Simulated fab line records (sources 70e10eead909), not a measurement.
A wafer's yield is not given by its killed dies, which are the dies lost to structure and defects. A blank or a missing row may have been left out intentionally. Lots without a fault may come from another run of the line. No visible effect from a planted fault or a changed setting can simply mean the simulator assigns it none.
2 desks looking at one fault    flow nandHarc    only its own numbers are on each desk; what lay behind them is given at the end

THE DEFECT DESK
Counts from the inspections along the route, per lot, as means over the sampled wafers that have a number. Marked OUT: a lot whose mean sits more than 4 standard deviations from the usual mean, which makes it out of limits; the brackets give that distance.
Columns: A = rawDefectCount at NHARC_P_ZERO_WELL_INSPECT_43, usual 14
lot   first seen here  A
L866  day 1 19:43      17
L868  day 2 07:59      15
L870  day 2 19:40      16
L875  day 4 01:55      12
L876  day 4 07:28      12
L881  day 5 13:41      16
L882  day 5 19:23      15
L883  day 6 01:44      12
L884  day 6 08:00      9
L885  day 6 13:35      16
L886  day 6 20:12      17
L887  day 7 01:32      22
L888  day 7 07:45      18
L889  day 7 13:44      9
Result from this desk: across the 14 lots, nothing is out of limits.

AT THE TOOL OWNER'S DESK: furnace-03
The tool's own readings at NHARC_P_STI_OXIDE_33 (material SiO2, target thk 10 nm, ox time 281 s): means of the sampled wafers that have a number, for each lot that ran on this tool. Marked OUT: a lot whose mean sits more than 4 standard deviations from the usual mean, which makes it out of limits; the brackets give that distance.
Columns: A = oxTempC at NHARC_P_STI_OXIDE_33, usual 1000.1 C; B = zonePowerTopPct at NHARC_P_STI_OXIDE_33, usual 44.1 %
lot   first seen here  A       B
L866  day 3 05:07      999.8   44.1
L868  day 3 05:07      1000.2  44.1
L881  day 6 10:20      1000.1  43.9
L883  day 6 23:07      999.7   43.7
Result from this desk: across the 4 lots, nothing is out of limits.

BROUGHT TOGETHER
Nothing out of limits was seen by the defect desk.
The desk of the tool owner found nothing out of limits.

WHAT HAD BEEN PUT IN BY THE SIMULATOR
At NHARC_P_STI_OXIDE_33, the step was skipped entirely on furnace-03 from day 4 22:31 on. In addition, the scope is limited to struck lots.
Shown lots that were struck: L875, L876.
